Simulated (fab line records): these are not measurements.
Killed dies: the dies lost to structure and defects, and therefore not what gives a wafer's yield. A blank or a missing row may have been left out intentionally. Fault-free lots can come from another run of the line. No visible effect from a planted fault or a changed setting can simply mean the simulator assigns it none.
fab line records / flow n5-finfet
record lots=7 wafers=21
route steps=1938 shown TV_LITHO@1879
start-h: the number of hours between the record's first day and the start of the first shown wafer of the lot / wait-h: hours since the lot's step before / " the same as in the row above / L1.1+2: a single row standing in for several wafers / - no value present, or no start provided / * or withheld: withheld / < > ~ a bound
route shown NAME@n: NAME is a module with steps in the file, n the number in the route of the first one / usual: average and standard deviation across the fault-free wafers / same: alike in all rows / chamber/n: place in a boat / sites: readings site by site / _std_site: the values' standard deviation / _edge_site: the outer-site mean with the inner-site mean subtracted / radius-mm: how far each site lies from the wafer's centre / mask NAME#n: copy n / behind: the last tool/chamber to shape the wafer / hold: the reason the lot was held/the length of the hold in hours/how it ended / device: transistor that didn't switch, given as n, p or np / end of line: the route-end tests of the same wafers / for a step that has no rows: nothing shown but its recipe / killed: dies that structure and defects cost at the first sort, which is not the same as the wafer's yield / map: a wafer's dies, x killed, . not, _ none there
set.NAME: the setting as run; set.NAME@STEP: as run at that earlier step / model.NAME: the simulator's own value behind a step, which no gauge read
lots with deliberately changed settings; one table per step, one row per wafer
## steps
# step N5_PASSIVATION_EXPOSE_07
# recipe mask-id=TV na=0.55 source-shape=conventional sigma-outer=0.8 polarization=unpolarized defocus-nm=0 target-cd-nm=3000 dose-mj=22.75
lot.wafer=L076.1+2+5 tool=krf-scanner-02 chamber=0 start-h=255.77 wait-h=- mask=TV#0 set.dose-mj=22.75
lot.wafer=L074.2+6 tool=krf-scanner-02 chamber=0 start-h=261.17 wait-h=- mask=TV#0 set.dose-mj=22.25
lot.wafer=L074.3 tool=krf-scanner-02 chamber=0 start-h=261.17 wait-h=- mask=TV#0 set.dose-mj=22.75
lot.wafer=L084.1+3 tool=krf-scanner-02 chamber=0 start-h=324.31 wait-h=- mask=TV#0 set.dose-mj=21.33
lot.wafer=L084.6 tool=krf-scanner-02 chamber=0 start-h=324.31 wait-h=- mask=TV#0 set.dose-mj=22.75
lot.wafer=L083.2+3+5 tool=krf-scanner-02 chamber=0 start-h=327.41 wait-h=- mask=TV#0 set.dose-mj=22.75
lot.wafer=L092.1+4+6 tool=krf-scanner-01 chamber=0 start-h=375.47 wait-h=- mask=TV#0 set.dose-mj=22.75
lot.wafer=L095.1+2+4 tool=krf-scanner-02 chamber=0 start-h=396.16 wait-h=- mask=TV#0 set.dose-mj=22.75
lot.wafer=L094.1 tool=krf-scanner-01 chamber=0 start-h=396.32 wait-h=- mask=TV#0 set.dose-mj=21.31
lot.wafer=L094.3+5 tool=krf-scanner-01 chamber=0 start-h=396.32 wait-h=- mask=TV#0 set.dose-mj=22.75
# step N5_PASSIVATION_PEB_08
# recipe peb-temp-c=withheld peb-time-s=*
# step N5_PASSIVATION_DEVELOP_09
# recipe develop-time-s=60 rinse-liquid=diw dry=air-spin dev-temp-c=21
# step N5_PASSIVATION_HARDBAKE_11
# recipe temp-c=130 time-s=120
# step N5_PASSIVATION_CD_MEAS_10
# recipe target-cd-nm=3000 landing-energy-ev=500 detector=se-inlens
# usual cd-nm=2999.2/2.4
lot.wafer=L076.1 tool=cd-sem-01 chamber=0 start-h=255.95 wait-h=- set.dose-mj@PASSIVATION_EXPOSE_07=22.75 cd-nm=2999.2
lot.wafer=L076.2 tool=cd-sem-01 chamber=0 start-h=255.95 wait-h=- set.dose-mj@PASSIVATION_EXPOSE_07=22.75 cd-nm=2996.1
lot.wafer=L076.5 tool=cd-sem-01 chamber=0 start-h=255.95 wait-h=- set.dose-mj@PASSIVATION_EXPOSE_07=22.75 cd-nm=2999.3
lot.wafer=L074.2 tool=cd-sem-02 chamber=0 start-h=261.34 wait-h=- set.dose-mj@PASSIVATION_EXPOSE_07=22.25 cd-nm=2995.0
lot.wafer=L074.3 tool=cd-sem-02 chamber=0 start-h=261.34 wait-h=- set.dose-mj@PASSIVATION_EXPOSE_07=22.75 cd-nm=2997.7
lot.wafer=L074.6 tool=cd-sem-02 chamber=0 start-h=261.34 wait-h=- set.dose-mj@PASSIVATION_EXPOSE_07=22.25 cd-nm=2991.9
lot.wafer=L084.1 tool=cd-sem-02 chamber=0 start-h=324.49 wait-h=- set.dose-mj@PASSIVATION_EXPOSE_07=21.33 cd-nm=2983.8
lot.wafer=L084.3 tool=cd-sem-02 chamber=0 start-h=324.49 wait-h=- set.dose-mj@PASSIVATION_EXPOSE_07=21.33 cd-nm=2985.2
lot.wafer=L084.6 tool=cd-sem-02 chamber=0 start-h=324.49 wait-h=- set.dose-mj@PASSIVATION_EXPOSE_07=22.75 cd-nm=2998.2
lot.wafer=L083.2 tool=cd-sem-03 chamber=0 start-h=327.59 wait-h=- set.dose-mj@PASSIVATION_EXPOSE_07=22.75 cd-nm=3000.3
lot.wafer=L083.3 tool=cd-sem-03 chamber=0 start-h=327.59 wait-h=- set.dose-mj@PASSIVATION_EXPOSE_07=22.75 cd-nm=3002.1
lot.wafer=L083.5 tool=cd-sem-03 chamber=0 start-h=327.59 wait-h=- set.dose-mj@PASSIVATION_EXPOSE_07=22.75 cd-nm=2995.0
lot.wafer=L092.1 tool=cd-sem-01 chamber=0 start-h=375.64 wait-h=- set.dose-mj@PASSIVATION_EXPOSE_07=22.75 cd-nm=3004.6
lot.wafer=L092.4 tool=cd-sem-01 chamber=0 start-h=375.64 wait-h=- set.dose-mj@PASSIVATION_EXPOSE_07=22.75 cd-nm=3002.5
lot.wafer=L092.6 tool=cd-sem-01 chamber=0 start-h=375.64 wait-h=- set.dose-mj@PASSIVATION_EXPOSE_07=22.75 cd-nm=3004.5
lot.wafer=L095.1 tool=cd-sem-01 chamber=0 start-h=396.34 wait-h=- set.dose-mj@PASSIVATION_EXPOSE_07=22.75 cd-nm=2999.6
lot.wafer=L095.2 tool=cd-sem-01 chamber=0 start-h=396.34 wait-h=- set.dose-mj@PASSIVATION_EXPOSE_07=22.75 cd-nm=2999.3
lot.wafer=L095.4 tool=cd-sem-01 chamber=0 start-h=396.34 wait-h=- set.dose-mj@PASSIVATION_EXPOSE_07=22.75 cd-nm=2996.9
lot.wafer=L094.1 tool=cd-sem-02 chamber=0 start-h=396.50 wait-h=- set.dose-mj@PASSIVATION_EXPOSE_07=21.31 cd-nm=2979.7
lot.wafer=L094.3 tool=cd-sem-02 chamber=0 start-h=396.50 wait-h=- set.dose-mj@PASSIVATION_EXPOSE_07=22.75 cd-nm=2997.9
lot.wafer=L094.5 tool=cd-sem-02 chamber=0 start-h=396.50 wait-h=- set.dose-mj@PASSIVATION_EXPOSE_07=22.75 cd-nm=2995.7
## key
split step=N5_PASSIVATION_EXPOSE_07 setting=dose-mj stated=22.75 by=wafer
response step=N5_PASSIVATION_CD_MEAS_10 reading=cd-nm change=+2.42 per=1% r=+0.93
